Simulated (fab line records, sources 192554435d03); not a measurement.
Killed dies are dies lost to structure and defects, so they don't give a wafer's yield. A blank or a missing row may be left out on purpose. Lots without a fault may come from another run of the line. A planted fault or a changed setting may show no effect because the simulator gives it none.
Split-lot experiment | flow n5_finfet | 7 lots, 21 wafers read, on a route of 1938 steps

THE SPLIT
At N5_BEOL_M1_ETCH_64 (etches SOC in N2/H2, target depth 75 nm, overetch 15 nm, time 112.5 s), the setting source_w was moved away from the recipe's 840 W on 8 of the 21 wafers read, by -17.0% to +15.8%. The other wafers ran this setting at the recipe's value.

The reading is taken at the split's own step.

THE READING
rf_vpp_V, in V, at N5_BEOL_M1_ETCH_64 (etches SOC in N2/H2, target depth 75 nm, overetch 15 nm, time 112.5 s). Fault-free wafers of this fab line usually give 524.7 V, standard deviation 2.3 V.

wafer  | tool, chamber at the split | source_w as run, W | against the recipe | rf_vpp_V, V | against lot-mates on the recipe
L077.3 | rie_diel-02, 1             | 763                | -9.2%              | 538.9       | +14.1
L077.4 | rie_diel-02, 2             | 763                | -9.2%              | 538.6       | +13.8
L077.5 | rie_diel-02, 3             | 840                | recipe             | 524.8       | -
L079.1 | rie_diel-01, 1             | 972.7              | +15.8%             | 499.4       | -22.9
L079.3 | rie_diel-01, 2             | 840                | recipe             | 522.3       | -
L079.5 | rie_diel-01, 0             | 972.7              | +15.8%             | 503.0       | -19.3
L080.2 | rie_diel-03, 1             | 700.7              | -16.6%             | 559.3       | +32.5
L080.5 | rie_diel-03, 1             | 840                | recipe             | 526.4       | -
L080.6 | rie_diel-03, 2             | 840                | recipe             | 527.3       | -
L085.1 | rie_diel-03, 0             | 840                | recipe             | 522.4       | -
L085.5 | rie_diel-03, 1             | 840                | recipe             | 526.4       | -
L085.6 | rie_diel-03, 0             | 696.8              | -17.0%             | 554.6       | +30.2
L088.2 | rie_diel-01, 1             | 840                | recipe             | 523.8       | -
L088.3 | rie_diel-01, 3             | 840                | recipe             | 526.5       | -
L088.6 | rie_diel-01, 1             | 840                | recipe             | 524.1       | -
L092.1 | rie_diel-02, 3             | 921.6              | +9.7%              | 507.4       | -14.8
L092.2 | rie_diel-02, 2             | 840                | recipe             | 522.2       | -
L092.3 | rie_diel-02, 0             | 921.6              | +9.7%              | 509.7       | -12.5
L095.1 | rie_diel-03, 1             | 840                | recipe             | 527.2       | -
L095.3 | rie_diel-03, 2             | 840                | recipe             | 527.3       | -
L095.6 | rie_diel-03, 1             | 840                | recipe             | 526.4       | -

THE FIT
A straight line over all 21 wafers: rf_vpp_V changes by -1.69 V for each +1% of source_w; r = -0.99; the points scatter about the line by 2.4 V.
The same after taking each lot's own level away (the mean of its wafers on the recipe; 21 wafers): -1.58 V for each +1%; r = -0.99; scatter 2.2 V.
On that fit, the largest move of source_w shifts the reading by 27 V.
The lots' own levels span 522.20 to 526.97 V, that is 2.1 times the standard deviation above.
So the lot-to-lot level changes the slope little: the two slopes agree.
Check: with one of the wafers moved furthest among these (-17.0%) left out of the fit, the line predicts +27 V for it against its lot-mates. It came out at +30.2 V against them.
Tool readings at the split's step, against how far the setting was moved: rf_vpp_V r = -0.99.

OTHER SPLITS ON THESE WAFERS
These wafers also went through other splits before the reading. Each is held against what the fit with the lots' levels taken away leaves over:
other split on the same wafers                 | wafers away from the commonest value | r with rf_vpp_V (lot level and that fit taken away)
N5_BEOL_M0_SAQP_HM_DEP_02 target_thk_a         | 9                                    | +0.23
N5_BEOL_M0_SAQP_PECVD_04 time_s                | 8                                    | +0.00
N5_BEOL_M0_SAQP_MANDREL_ETCH_20 over_etch_frac | 8                                    | +0.10
N5_BEOL_M0_SAQP_SPACER1_ALD_98 temp_c          | 3                                    | +0.02
N5_BEOL_M1_HM_DEP_02 target_thk_a              | 8                                    | -0.06

THE WHOLE CHAIN: every reading that the file lists as answering this split, in the file's order
step               | what it does                                                          | reading                                                                          | change (the file's fit)                | r (the file's)
N5_BEOL_M1_ETCH_64 | etches SOC in N2/H2, target depth 75 nm, overetch 15 nm, time 112.5 s | rf_vpp_V                                                                         | -1.66 V for each +1% of the setting    | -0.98
N5_BEOL_M1_ETCH_64 | etches SOC in N2/H2, target depth 75 nm, overetch 15 nm, time 112.5 s | SiARC_of_BEOL_M1_COAT_62.thk_nm (the simulator's own value, which no gauge read) | -0.0254 nm for each +1% of the setting | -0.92

THE FILE'S OWN FIT
rf_vpp_V changes by -1.66 V for each +1% of source_w, r = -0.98.
